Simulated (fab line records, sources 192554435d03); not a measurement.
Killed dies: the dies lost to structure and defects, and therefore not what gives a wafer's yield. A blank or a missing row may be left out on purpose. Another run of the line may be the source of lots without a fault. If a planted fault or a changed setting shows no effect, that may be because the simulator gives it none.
Chamber matching -- flow n5-finfet -- 3 sister chambers for N5_BEOL_M1_DEP_57 on pecvd-01
The step deposits SiCN from 3MS/NH3, target thk 8 nm, time 14 s. 3 wafers are shown with their chamber, then 7 later ones without.

## WAFERS PAIRED WITH THEIR CHAMBERS
wafer,chamber,throttle-valve-pct (%)
L082.4,2,8.4
L089.4,1,9.8
L089.5,0,10.5

## WAFERS WITH NO CHAMBER GIVEN
wafer,throttle-valve-pct (%)
L089.6,8.5
L090.2,10.3
L090.3,10.2
L090.6,10.2
L092.1,9.8
L092.4,10.4
L092.5,10.1

## WHICH CHAMBER EACH ONE RAN IN
wafer,from the rows above,in truth
L089.6,2,2
L090.2,can't be placed: 0 or 1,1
L090.3,can't be placed: 0 or 1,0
L090.6,can't be placed: 0 or 1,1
L092.1,1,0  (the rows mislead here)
L092.4,0,0
L092.5,can't be placed: 1 or 0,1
Correctly placed: 2 of 7. Can't be placed from these rows: 4 (the true chamber is among the candidates in 4). Number placed wrongly: 1.
How it was worked out, from the rows above alone: a wafer's distance from a chamber is the root of the sum, over the readings, of the square of ((its reading less the chamber's mean) divided by the reading's scatter). The wafer belongs to the nearest chamber; if the next one is less than 2 further off, it can't be placed. The mean given for a chamber averages the wafers shown for that chamber. The scatter: with one shown wafer a chamber, the root of the mean of the squares of how far each hidden wafer lies from its nearest shown one.
